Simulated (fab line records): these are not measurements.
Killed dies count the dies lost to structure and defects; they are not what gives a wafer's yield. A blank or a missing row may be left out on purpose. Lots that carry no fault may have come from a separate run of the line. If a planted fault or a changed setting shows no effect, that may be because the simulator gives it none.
Matching of chambers ; flow n5_finfet ; pecvd-02 running N5_FIN_SAQP_PECVD_48: 3 sister chambers
The step deposits SiNx from SiH4/NH3/N2, target thk 25 nm, time 22.1 s. 22 wafers are shown with their chamber, then 11 later ones without.

## WAFERS PAIRED WITH THEIR CHAMBERS
wafer;chamber;throttle_valve_pct (%);showerhead_plenum_p_Torr (Torr);heater_power_w (W)
L076.2;1;41.2;5.08;808
L076.3;0;39.4;5.15;836
L076.5;1;41.0;5.07;781
L078.1;0;39.3;5.15;778
L078.3;2;37.4;5.09;676
L078.6;0;39.5;5.15;809
L079.3;2;37.6;5.09;748
L079.4;2;37.8;5.09;744
L079.5;0;39.2;5.14;760
L082.3;2;37.4;5.07;692
L082.5;1;40.9;5.08;941
L082.6;0;39.3;5.14;786
L085.2;1;41.0;5.07;931
L085.3;0;39.5;5.15;676
L085.6;1;40.9;5.07;953
L086.2;2;37.7;5.08;771
L086.5;0;39.7;5.15;718
L086.6;1;40.9;5.08;814
L089.3;2;37.8;5.08;671
L089.4;2;37.7;5.09;700
L089.5;0;39.4;5.14;788
L092.3;2;37.8;5.08;734

SIGNATURES, as means of the wafers listed above
reading;chamber 0;chamber 1;chamber 2;scatter within a chamber
throttle_valve_pct;39.413;40.983;37.650;0.152
showerhead_plenum_p_Torr;5.1463;5.0750;5.0838;0.00618
heater_power_w;768.88;871.33;717.00;55.4
Rule: for a wafer and a chamber, the distance is found by dividing, reading by reading, the gap between the wafer's reading and the chamber's mean by the reading's scatter, squaring, summing and taking the root. If the next closest chamber is less than 2 further off than the closest, the wafer can't be placed; otherwise it belongs to the closest. The scatter is the square root of a quotient: the sum, over the shown wafers, of each reading's squared deviation from its chamber's mean, divided by wafers minus chambers.

## WAFERS WHOSE CHAMBER IS MISSING
wafer;throttle_valve_pct (%);showerhead_plenum_p_Torr (Torr);heater_power_w (W)
L092.5;38.0;5.10;758
L092.6;41.0;5.08;836
L093.1;39.5;5.15;661
L093.3;41.0;5.08;827
L093.4;39.3;5.15;697
L094.1;39.6;5.15;728
L094.3;40.8;5.08;777
L094.4;39.6;5.14;744
L097.2;39.5;5.12;786
L097.4;38.0;5.10;714
L097.5;41.0;5.08;970

## EACH ONE'S CHAMBER
wafer;from the rows above;in truth
L092.5;2;2
L092.6;1;1
L093.1;0;0
L093.3;1;1
L093.4;0;0
L094.1;0;0
L094.3;1;1
L094.4;0;0
L097.2;0;0
L097.4;2;2
L097.5;1;1
11 of 11 placed correctly. Number that these rows cannot place: 0. Placed wrongly: 0.
